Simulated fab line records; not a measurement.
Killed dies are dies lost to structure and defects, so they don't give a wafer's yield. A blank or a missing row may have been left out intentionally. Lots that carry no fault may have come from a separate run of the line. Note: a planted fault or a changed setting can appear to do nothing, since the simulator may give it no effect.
Matching of chambers :: flow n5-finfet :: 3 sister chambers for N5_MOL_CONTACT_COAG_CO_FILL_22 on cvd-co-02
The step material Co, precursor CCTBA/H2, target thk 20 nm. 22 wafers are shown with their chamber, then 11 later ones without.

== EACH WAFER AND ITS CHAMBER ==
wafer: L075.1
chamber: 2
heater-power-w (W): 227
chamber-pressure-Torr (Torr): 29.97

wafer: L075.4
chamber: 2
heater-power-w (W): 228
chamber-pressure-Torr (Torr): 30.07

wafer: L075.6
chamber: 0
heater-power-w (W): 254
chamber-pressure-Torr (Torr): 30.00

wafer: L081.1
chamber: 0
heater-power-w (W): 248
chamber-pressure-Torr (Torr): 29.98

wafer: L081.4
chamber: 0
heater-power-w (W): 257
chamber-pressure-Torr (Torr): 29.94

wafer: L081.6
chamber: 2
heater-power-w (W): 229
chamber-pressure-Torr (Torr): 29.96

wafer: L084.3
chamber: 1
heater-power-w (W): 228
chamber-pressure-Torr (Torr): 29.85

wafer: L084.4
chamber: 2
heater-power-w (W): 226
chamber-pressure-Torr (Torr): 29.92

wafer: L084.6
chamber: 1
heater-power-w (W): 224
chamber-pressure-Torr (Torr): 30.01

wafer: L085.3
chamber: 2
heater-power-w (W): 226
chamber-pressure-Torr (Torr): 30.06

wafer: L085.5
chamber: 1
heater-power-w (W): 232
chamber-pressure-Torr (Torr): 30.06

wafer: L085.6
chamber: 2
heater-power-w (W): 226
chamber-pressure-Torr (Torr): 30.06

wafer: L087.1
chamber: 2
heater-power-w (W): 225
chamber-pressure-Torr (Torr): 30.08

wafer: L087.4
chamber: 0
heater-power-w (W): 252
chamber-pressure-Torr (Torr): 30.09

wafer: L087.5
chamber: 1
heater-power-w (W): 225
chamber-pressure-Torr (Torr): 30.03

wafer: L089.2
chamber: 2
heater-power-w (W): 231
chamber-pressure-Torr (Torr): 30.02

wafer: L089.3
chamber: 1
heater-power-w (W): 217
chamber-pressure-Torr (Torr): 30.12

wafer: L089.5
chamber: 0
heater-power-w (W): 252
chamber-pressure-Torr (Torr): 29.98

wafer: L090.1
chamber: 0
heater-power-w (W): 253
chamber-pressure-Torr (Torr): 29.92

wafer: L090.3
chamber: 1
heater-power-w (W): 227
chamber-pressure-Torr (Torr): 30.01

wafer: L090.6
chamber: 1
heater-power-w (W): 223
chamber-pressure-Torr (Torr): 30.02

wafer: L092.2
chamber: 2
heater-power-w (W): 229
chamber-pressure-Torr (Torr): 29.96

SIGNATURES, as means of the wafers listed above
reading: heater-power-w
chamber 0: 252.67
chamber 1: 225.14
chamber 2: 227.44
scatter within a chamber: 3.28

reading: chamber-pressure-Torr
chamber 0: 29.9850
chamber 1: 30.0143
chamber 2: 30.0111
scatter within a chamber: 0.0674
Rule: a wafer's distance from a chamber is the root of the sum, over the readings, of the square of ((its reading less the chamber's mean) divided by the reading's scatter). If the next closest chamber is less than 2 further off than the closest, the wafer can't be placed; otherwise it belongs to the closest. How the scatter is found: for the shown wafers, subtract from each reading the mean of its chamber, square and add these, divide the total by (wafers less chambers), then take the root.

== WAFERS WITH NO CHAMBER GIVEN ==
wafer: L092.3
heater-power-w (W): 224
chamber-pressure-Torr (Torr): 30.02

wafer: L092.6
heater-power-w (W): 223
chamber-pressure-Torr (Torr): 29.95

wafer: L093.1
heater-power-w (W): 227
chamber-pressure-Torr (Torr): 30.06

wafer: L093.3
heater-power-w (W): 254
chamber-pressure-Torr (Torr): 30.09

wafer: L093.5
heater-power-w (W): 227
chamber-pressure-Torr (Torr): 30.06

wafer: L095.2
heater-power-w (W): 225
chamber-pressure-Torr (Torr): 30.06

wafer: L095.4
heater-power-w (W): 220
chamber-pressure-Torr (Torr): 29.98

wafer: L095.5
heater-power-w (W): 230
chamber-pressure-Torr (Torr): 29.87

wafer: L096.3
heater-power-w (W): 259
chamber-pressure-Torr (Torr): 29.96

wafer: L096.4
heater-power-w (W): 230
chamber-pressure-Torr (Torr): 30.05

wafer: L096.5
heater-power-w (W): 220
chamber-pressure-Torr (Torr): 29.95

== THE CHAMBER EACH PASSED THROUGH ==
wafer: L092.3
from the rows above: can't be placed: 1 or 2
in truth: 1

wafer: L092.6
from the rows above: can't be placed: 1 or 2
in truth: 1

wafer: L093.1
from the rows above: can't be placed: 2 or 1
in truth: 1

wafer: L093.3
from the rows above: 0
in truth: 0

wafer: L093.5
from the rows above: can't be placed: 2 or 1
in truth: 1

wafer: L095.2
from the rows above: can't be placed: 1 or 2
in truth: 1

wafer: L095.4
from the rows above: can't be placed: 1 or 2
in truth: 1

wafer: L095.5
from the rows above: can't be placed: 2 or 1
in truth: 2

wafer: L096.3
from the rows above: 0
in truth: 0

wafer: L096.4
from the rows above: can't be placed: 2 or 1
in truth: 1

wafer: L096.5
from the rows above: can't be placed: 1 or 2
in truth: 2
Placed correctly: 2 of 11. Can't be placed from these rows: 9 (the true chamber is among the candidates in 9). Wrongly placed: 0.
